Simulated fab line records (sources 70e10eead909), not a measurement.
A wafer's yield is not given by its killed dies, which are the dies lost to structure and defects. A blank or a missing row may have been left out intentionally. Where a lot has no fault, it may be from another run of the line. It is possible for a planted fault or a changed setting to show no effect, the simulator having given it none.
fab line records -- flow nandHarc
[record] lots = 15, wafers = 42, lastDay = 34
route steps=1302 shown A_SGD_CUT@916 A_SLIT@933
lots that met no fault: taken from a fault-free run of the same line
startH: hours from the record's first day to the start of the lot's first wafer shown -- waitH: hours since the lot's step before -- " the same as in the row above -- L1.1+2: a row that stands for several wafers -- - no value present, or no start provided -- * or withheld: withheld -- < > ~ a bound
route shown NAME@n: NAME is a module with steps in the file, n the number in the route of the first one -- usual: mean and standard deviation over wafers with no fault -- same: alike in all rows -- chamber/n: place in a boat -- sites: readings site by site -- _std_site: the values' standard deviation -- _edge_site: the outer-site mean with the inner-site mean subtracted -- radiusMm: how far each site lies from the wafer's centre -- mask NAME#n: copy n -- behind: the most recent tool/chamber to have shaped the wafer -- hold: why the lot was held/for how many hours/how that ended -- device: names the non-switching transistor (n, p or np) -- end of line: tests run on the same wafers once the route is complete -- for a step that has no rows: nothing shown but its recipe -- killed: the dies lost at the first sort to structure and to defects; this is not the yield of the wafer -- map: a wafer's dies, marking killed ones x, the rest . and places with no die _
set.NAME: the run value of the setting; set.NAME@STEP: its run value at that earlier step -- model.NAME: the simulator's own value behind a step, which no gauge read
steps of the route over a sample of lots; a table a step, a row a wafer
services: when a tool's chamber went out of use (startH, in hours from the record's first day, below 0 if earlier), for how many hours, and the reason
[[steps]]
[step NHARC_A_SGD_CUT_THK_MEAS_22]
[recipe] thkMeasGauge = ellipsometry
[usual] thkNm = 148.2/1.3
lot.wafer,tool,chamber,startH,waitH,thkNm
L748.1,filmMetro-02,-,453.81,0.2,148.5
L748.2,filmMetro-02,-,453.81,0.2,150.6
L748.5,filmMetro-02,-,453.81,0.2,149.7
L749.2,filmMetro-02,-,468.74,0.2,148.9
L749.3,filmMetro-02,-,468.74,0.2,146.9
L749.5,filmMetro-02,-,468.74,0.2,147.3
L750.1,filmMetro-01,-,468.74,0.2,149.9
L750.2,filmMetro-01,-,468.74,0.2,148.8
L750.3,filmMetro-01,-,468.74,0.2,147.8
L751.2,filmMetro-01,-,486.54,0.2,149.2
L751.4,filmMetro-01,-,486.54,0.2,150.1
L751.6,filmMetro-01,-,486.54,0.2,147.4
L752.3,filmMetro-02,-,498.39,0.2,148.4
L752.5,filmMetro-02,-,498.39,0.2,149.6
L752.6,filmMetro-02,-,498.39,0.2,146.2
L754.1,filmMetro-01,-,528.68,0.2,148.7
L754.4,filmMetro-01,-,528.68,0.2,148.6
L757.3,filmMetro-02,-,539.28,0.2,148.3
L757.6,filmMetro-02,-,539.28,0.2,149.8
L759.1,filmMetro-02,-,552.86,0.2,146.0
L759.6,filmMetro-02,-,552.86,0.2,149.2
L764.3,filmMetro-02,-,609.96,0.2,148.3
L764.5,filmMetro-02,-,609.96,0.2,145.2
L764.6,filmMetro-02,-,609.96,0.2,147.2
L763.2,filmMetro-01,-,609.96,0.2,148.0
L763.3,filmMetro-01,-,609.96,0.2,150.2
L763.4,filmMetro-01,-,609.96,0.2,149.0
L765.3,filmMetro-02,-,618.99,0.2,148.0
L765.5,filmMetro-02,-,618.99,0.2,145.2
L765.6,filmMetro-02,-,618.99,0.2,146.7
L766.1,filmMetro-02,-,638.32,0.2,147.4
L766.3,filmMetro-02,-,638.32,0.2,148.1
L766.6,filmMetro-02,-,638.32,0.2,147.4
L767.2,filmMetro-02,-,638.32,0.2,148.3
L767.4,filmMetro-02,-,638.32,0.2,149.7
L767.6,filmMetro-02,-,638.32,0.2,148.9
L768.2,filmMetro-02,-,650.79,0.2,146.7
L768.3,filmMetro-02,-,650.79,0.2,148.5
L768.5,filmMetro-02,-,650.79,0.2,148.1
L770.2,filmMetro-01,-,675.99,0.2,148.4
L770.4,filmMetro-01,-,675.99,0.2,146.3
L770.6,filmMetro-01,-,675.99,0.2,145.8
[step NHARC_A_SLIT_CD_MEAS_09]
[recipe] targetCdNm = 300, landingEnergyEv = 500
[usual] cdNm = 300.1/0.61
lot.wafer,tool,chamber,startH,waitH,cdNm
L748.1,cdSem-02,0,464.81,-,300.3
L748.2,cdSem-02,0,464.81,-,300.4
L748.5,cdSem-02,0,464.81,-,299.7
L749.2,cdSem-02,0,475.80,-,299.7
L749.3,cdSem-02,0,475.80,-,300.5
L749.5,cdSem-02,0,475.80,-,299.7
L750.1,cdSem-01,0,476.29,-,299.7
L750.2,cdSem-01,0,476.29,-,300.7
L750.3,cdSem-01,0,476.29,-,300.0
L751.2,cdSem-03,0,491.97,-,300.7
L751.4,cdSem-03,0,491.97,-,300.7
L751.6,cdSem-03,0,491.97,-,300.7
L752.3,cdSem-01,0,505.64,-,300.8
L752.5,cdSem-01,0,505.64,-,300.1
L752.6,cdSem-01,0,505.64,-,300.2
L754.1,cdSem-03,0,536.04,-,300.4
L754.4,cdSem-03,0,536.04,-,299.7
L757.3,cdSem-03,0,544.57,-,299.5
L757.6,cdSem-03,0,544.57,-,299.0
L759.1,cdSem-02,0,559.68,-,299.7
L759.6,cdSem-02,0,559.68,-,299.9
L763.2,cdSem-01,0,616.19,-,299.5
L763.3,cdSem-01,0,616.19,-,299.1
L763.4,cdSem-01,0,616.19,-,300.6
L764.3,cdSem-03,0,616.81,-,300.1
L764.5,cdSem-03,0,616.81,-,300.0
L764.6,cdSem-03,0,616.81,-,300.7
L765.3,cdSem-03,0,627.97,-,300.5
L765.5,cdSem-03,0,627.97,-,301.0
L765.6,cdSem-03,0,627.97,-,299.2
L766.1,cdSem-02,0,643.64,-,299.6
L766.3,cdSem-02,0,643.64,-,299.2
L766.6,cdSem-02,0,643.64,-,299.7
L767.2,cdSem-01,0,643.80,-,300.6
L767.4,cdSem-01,0,643.80,-,299.8
L767.6,cdSem-01,0,643.80,-,300.3
L768.2,cdSem-03,0,659.55,-,300.9
L768.3,cdSem-03,0,659.55,-,300.6
L768.5,cdSem-03,0,659.55,-,301.1
L770.2,cdSem-02,0,686.47,-,300.1
L770.4,cdSem-02,0,686.47,-,300.4
L770.6,cdSem-02,0,686.47,-,300.6
[step NHARC_A_SLIT_ETCH_29]
[recipe] targetDepthA = 1000, overetchA = 100, timeS = 55, ionEnergyEv = 100, cf4FlowSccm = 80, o2FlowSccm = 20, arFlowSccm = 0, rfW = 300, biasW = 100, chemistry = CF4/O2
[usual] drypumpMotorCurrentA = 5.6/0.36, mfcArSccm = 0.011/0.014, oesProductAu = 1.002/0.015, rfFwdPowerW = 296.8/1.2, rfVppV = 197.9/1.3, runLengthS = 76.3/0.4, showerheadPlenumPTorr = 1.34/0.059, throttleValvePct = 13.397/0.0089
lot.wafer,tool,chamber,startH,waitH,drypumpMotorCurrentA,mfcArSccm,oesProductAu,rfFwdPowerW,rfHoursCounterH,rfVppV,runLengthS,showerheadPlenumPTorr,throttleValvePct
L748.2,rieDiel-01,2,470.77,0.1,5.5,0,1.015,297.7,2.6,197.9,76.8,1.34,13.397
L748.1,rieDiel-01,0,470.77,0.1,5.8,0.003,1.001,295.4,2.8,200.8,76.9,1.42,13.389
L748.5,rieDiel-01,3,470.77,0.1,5.8,0,1.008,296.4,-,198.5,76.1,1.37,13.388
L749.2,rieDiel-08,0,482.05,0.1,5.1,0,0.980,296.7,8.7,198.4,77.2,1.37,13.389
L749.3,rieDiel-08,1,482.05,0.1,6.3,0.015,0.996,296.5,8.5,197.5,76.3,1.34,13.402
L749.5,rieDiel-08,1,482.05,0.1,6.3,0.015,0.991,295.3,-,198.5,77.0,1.34,13.418
L750.1,rieDiel-02,2,482.74,0.1,5.6,0.037,0.999,295.4,4.5,199.8,75.8,1.39,13.406
L750.3,rieDiel-02,3,482.74,0.1,5.9,0,1.018,296.4,2.9,195.0,76.1,1.24,13.401
L750.2,rieDiel-02,0,482.74,0.1,5.7,0,1.002,298.6,4.3,197.1,76.0,1.27,13.398
L751.2,rieDiel-01,0,497.96,0.1,5.8,0.003,0.976,294.9,5.0,200.3,76.9,1.42,13.390
L751.4,rieDiel-01,3,497.96,0.1,5.7,0,1.006,297.4,-,197.0,76.3,1.37,13.382
L751.6,rieDiel-01,0,497.96,0.1,5.8,0.003,0.980,294.1,-,198.2,77.3,1.42,13.408
L752.3,rieDiel-08,3,511.64,0.1,5.4,0.033,1.027,296.4,7.9,199.1,76.4,1.42,13.405
L752.5,rieDiel-08,1,511.64,0.1,6.3,0.015,0.989,295.4,-,197.8,76.5,1.34,13.401
L752.6,rieDiel-08,2,511.64,0.1,5.2,0,1.005,298.4,-,197.6,76.1,1.35,13.397
L754.1,rieDiel-02,1,544.85,0.1,5.4,0.015,1.013,-,8.1,197.3,72.2,1.26,13.389
L754.4,rieDiel-02,0,544.85,0.1,5.7,0,0.988,297.1,8.2,196.6,76.3,1.27,13.396
L757.3,rieDiel-02,3,550.58,0.1,5.9,0,1.011,-,6.7,196.3,72.0,1.24,13.405
L757.6,rieDiel-02,1,550.58,0.1,5.3,0.015,1.008,297.9,-,196.4,76.9,1.26,13.398
L759.1,rieDiel-02,2,565.64,0.1,5.6,0.037,0.998,-,9.7,200.7,71.5,1.39,13.391
L759.6,rieDiel-02,2,565.64,0.1,5.7,0.037,1.000,295.7,-,198.1,75.8,1.39,13.410
L763.4,rieDiel-01,1,622.11,0.1,6.4,0,1.020,296.7,3.5,199.1,75.6,1.37,13.403
L763.3,rieDiel-01,2,622.11,0.1,5.4,0,0.992,298.3,3.6,197.5,76.9,1.34,13.371
L763.2,rieDiel-01,3,622.11,0.1,5.7,0,0.998,295.9,3.3,199.9,76.1,1.37,13.375
L764.3,rieDiel-08,3,622.78,0.1,5.4,0.033,1.000,293.0,5.5,199.9,76.0,1.41,13.398
L764.5,rieDiel-08,3,622.78,0.1,5.4,0.033,1.026,293.2,-,200.8,76.2,1.41,13.401
L764.6,rieDiel-08,2,622.78,0.1,5.2,0,1.004,297.4,-,197.8,76.3,1.35,13.397
L765.3,rieDiel-08,2,634.18,0.1,5.2,0,1.017,297.6,7.8,198.4,76.4,1.35,13.406
L765.6,rieDiel-08,2,634.18,0.1,5.2,0,1.010,299.2,-,199.1,76.9,1.35,13.387
L765.5,rieDiel-08,1,634.18,0.1,6.3,0.015,0.986,297.3,-,198.1,76.3,1.34,13.395
L766.3,rieDiel-01,3,649.57,0.1,5.7,0,1.009,296.3,4.7,198.1,75.9,1.37,13.389
L766.1,rieDiel-01,0,649.57,0.1,5.8,0.003,0.996,295.6,4.9,199.6,77.1,1.41,13.389
L766.6,rieDiel-01,3,649.57,0.1,5.8,0,0.997,295.2,-,199.2,76.0,1.37,13.403
L767.2,rieDiel-02,0,649.75,0.1,5.7,0,0.971,297.2,3.0,196.3,76.0,1.27,13.409
L767.4,rieDiel-02,2,649.75,0.1,5.6,0.037,0.990,296.8,-,199.5,75.6,1.39,13.411
L767.6,rieDiel-02,0,649.75,0.1,5.7,0,0.966,299.5,-,196.8,76.1,1.27,13.409
L768.2,rieDiel-02,0,669.38,0.1,5.7,0,0.991,298.5,4.9,195.1,75.9,1.27,13.380
L768.3,rieDiel-02,2,669.38,0.1,5.7,0.037,0.995,297.1,4.6,198.5,75.8,1.39,13.377
L768.5,rieDiel-02,0,669.38,0.1,5.7,0,0.990,298.5,-,198.3,76.3,1.27,13.391
L770.2,rieDiel-02,1,695.37,0.1,5.3,0.015,1.026,297.7,2.5,197.7,76.5,1.26,13.399
L770.4,rieDiel-02,2,695.37,0.1,5.7,0.037,1.001,295.4,5.8,197.7,75.7,1.39,13.399
L770.6,rieDiel-02,1,695.37,0.1,5.4,0.015,1.026,296.6,-,197.9,76.5,1.26,13.398
[step NHARC_A_SLIT_STRIP_18]
[recipe] o2FlowSccm = 500, arFlowSccm = 0, biasW = 0, chemistry = O2
[usual] drypumpMotorCurrentA = 5.7/0.36, mfcArSccm = 0.011/0.014, oesProductAu = 1.003/0.014, rfVppV = 57.7/0.98, showerheadPlenumPTorr = 3.54/0.15, throttleValvePct = 17.036/0.0098
lot.wafer,tool,chamber,startH,waitH,drypumpMotorCurrentA,mfcArSccm,oesProductAu,rfHoursCounterH,rfVppV,showerheadPlenumPTorr,throttleValvePct
L748.2,rieDiel-01,1,-,-,6.3,0,1.020,3.0,57.8,3.61,17.042
L748.1,rieDiel-01,3,-,-,5.8,0,1.009,2.5,58.7,3.62,17.032
L748.5,rieDiel-01,2,-,-,5.5,0,1.009,-,58.0,3.55,17.045
L749.3,rieDiel-08,0,-,-,5.1,0,0.987,8.7,56.5,3.61,17.037
L749.2,rieDiel-08,1,-,-,6.4,0.015,0.987,8.6,56.7,3.55,17.037
L749.5,rieDiel-08,3,-,-,5.4,0.033,1.017,-,60.1,3.73,17.048
L750.3,rieDiel-02,3,-,-,5.9,0,1.010,2.9,56.0,3.29,17.045
L750.2,rieDiel-02,0,-,-,5.7,0,0.997,4.3,57.3,3.36,17.035
L750.1,rieDiel-02,1,-,-,5.4,0.015,1.006,3.2,58.0,3.33,17.033
L751.2,rieDiel-01,0,-,-,5.8,0.003,1.008,5.0,59.0,3.74,17.030
L751.4,rieDiel-01,3,-,-,5.8,0,0.998,-,58.1,3.61,17.044
L751.6,rieDiel-01,0,-,-,5.8,0.003,1.001,-,58.5,3.74,17.042
L752.3,rieDiel-08,3,-,-,5.4,0.033,1.035,7.9,60.0,3.73,17.039
L752.6,rieDiel-08,1,-,-,6.3,0.015,0.994,-,58.3,3.55,17.021
L752.5,rieDiel-08,2,-,-,5.2,0,1.001,-,58.1,3.56,17.010
L754.1,rieDiel-02,0,-,-,5.7,0,0.988,8.2,57.1,3.36,17.027
L754.4,rieDiel-02,1,-,-,5.4,0.015,1.010,8.2,57.6,3.33,17.047
L757.3,rieDiel-02,0,-,-,5.7,0,1.003,8.4,55.6,3.36,17.040
L757.6,rieDiel-02,1,-,-,5.4,0.015,1.017,-,56.7,3.33,17.047
L759.1,rieDiel-02,0,-,-,5.7,0,0.988,9.0,55.7,3.36,17.049
L759.6,rieDiel-02,3,-,-,5.9,0,1.009,-,57.4,3.29,17.044
L763.3,rieDiel-01,3,-,-,5.8,0,1.005,3.3,57.0,3.61,17.017
L763.4,rieDiel-01,1,-,-,6.4,0,1.020,3.6,58.3,3.61,17.023
L763.2,rieDiel-01,2,-,-,5.5,0,0.989,3.6,57.4,3.54,17.030
L764.3,rieDiel-08,3,-,-,5.4,0.033,1.022,5.6,57.9,3.73,17.032
L764.6,rieDiel-08,1,-,-,6.4,0.015,0.982,-,57.9,3.55,17.028
L764.5,rieDiel-08,2,-,-,5.2,0,1.016,-,58.0,3.56,17.030
L765.3,rieDiel-08,2,-,-,5.3,0,1.013,7.8,57.7,3.56,17.036
L765.6,rieDiel-08,1,-,-,6.3,0.015,0.992,-,57.1,3.55,17.040
L765.5,rieDiel-08,3,-,-,5.4,0.033,1.030,-,59.4,3.73,17.041
L766.1,rieDiel-01,1,-,-,6.4,0,1.002,4.6,57.4,3.61,17.023
L766.3,rieDiel-01,3,-,-,5.8,0,0.995,4.7,57.9,3.61,17.034
L766.6,rieDiel-01,2,-,-,5.5,0,0.979,-,57.4,3.54,17.034
L767.2,rieDiel-02,0,-,-,5.7,0,0.977,3.0,57.3,3.36,17.043
L767.6,rieDiel-02,0,-,-,5.7,0,0.989,-,57.4,3.36,17.035
L767.4,rieDiel-02,3,-,-,5.9,0,0.992,-,57.7,3.29,17.018
L768.3,rieDiel-02,1,-,-,5.4,0.015,1.019,1.6,57.0,3.33,17.037
L768.2,rieDiel-02,2,-,-,5.6,0.037,0.986,4.6,58.7,3.67,17.040
L768.5,rieDiel-02,2,-,-,5.7,0.037,0.990,-,59.6,3.67,17.032
L770.2,rieDiel-02,1,-,-,5.3,0.015,1.041,2.6,57.1,3.33,17.019
L770.4,rieDiel-02,3,-,-,5.9,0,1.002,6.1,57.1,3.29,17.057
L770.6,rieDiel-02,1,-,-,5.3,0.015,1.025,-,57.9,3.33,17.046
[[services]]
tool,chamber,startH,hours,kind
rieDiel-01,-,454.69,4.7,repair
rieDiel-02,3,456.50,15.5,repair
rieDiel-02,0,459.03,-,clean
rieDiel-02,1,459.03,-,clean
rieDiel-02,2,459.03,-,clean
rieDiel-02,1,472.27,8.3,repair
rieDiel-02,0,483.53,-,clean
rieDiel-02,1,483.53,-,clean
rieDiel-02,2,483.53,-,clean
rieDiel-02,3,483.53,-,clean
rieDiel-02,-,512.05,0.1,repair
rieDiel-02,1,526.83,2.7,repair
rieDiel-01,2,527.84,4.8,repair
rieDiel-02,3,536.85,1.9,repair
rieDiel-08,-,544.80,9.0,pm
rieDiel-01,-,557.80,9.0,pm
rieDiel-02,-,578.03,9.0,pm
rieDiel-01,3,598.30,6.0,repair
rieDiel-02,-,611.10,0.6,repair
rieDiel-08,0,620.49,14.1,repair
rieDiel-02,1,623.04,37.6,repair
rieDiel-02,3,642.82,1.3,repair
rieDiel-01,0,662.24,17.4,repair
rieDiel-01,1,685.64,4.7,repair
[[key]]
[firstSign] step = NHARC_A_SLIT_ETCH_29, reading = runLengthS, direction = down, sigmas = 11, usual = *, struck = *
effect none on later readings
metAt NHARC_A_SLIT_ETCH_29
struckLots L754,L757,L759
struckWafers L754.1,L757.3,L759.1
sortLeftOut L754.1,L757.3,L759.1
testerLeftOut L754,L757,L759
notActingAt NHARC_A_SGD_CUT_THK_MEAS_22,NHARC_A_SLIT_CD_MEAS_09,NHARC_A_SLIT_STRIP_18
onsetBetween 482.74 544.85
[fault] kind = processParameterDrift, tool = rieDiel-02, chamber = -, onsetH = 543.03, steps = NHARC_A_SLIT_ETCH_29, channel = timeS, offset = *, shape = step, endH = 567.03, scope = struckWafersOnly, actsIn = *, stated = *
// testerLeftOut: of these lots the tester's yield and bins aren't shown, on N5 and GAA mostly nor the transistor test; their killed dies are dies lost to structure and defects alone, not to doping, threshold or leakage, so they don't give the yield
// sortLeftOut: the simulated sort isn't trusted on such a fault, so these wafers' sort isn't shown, and their yield isn't known
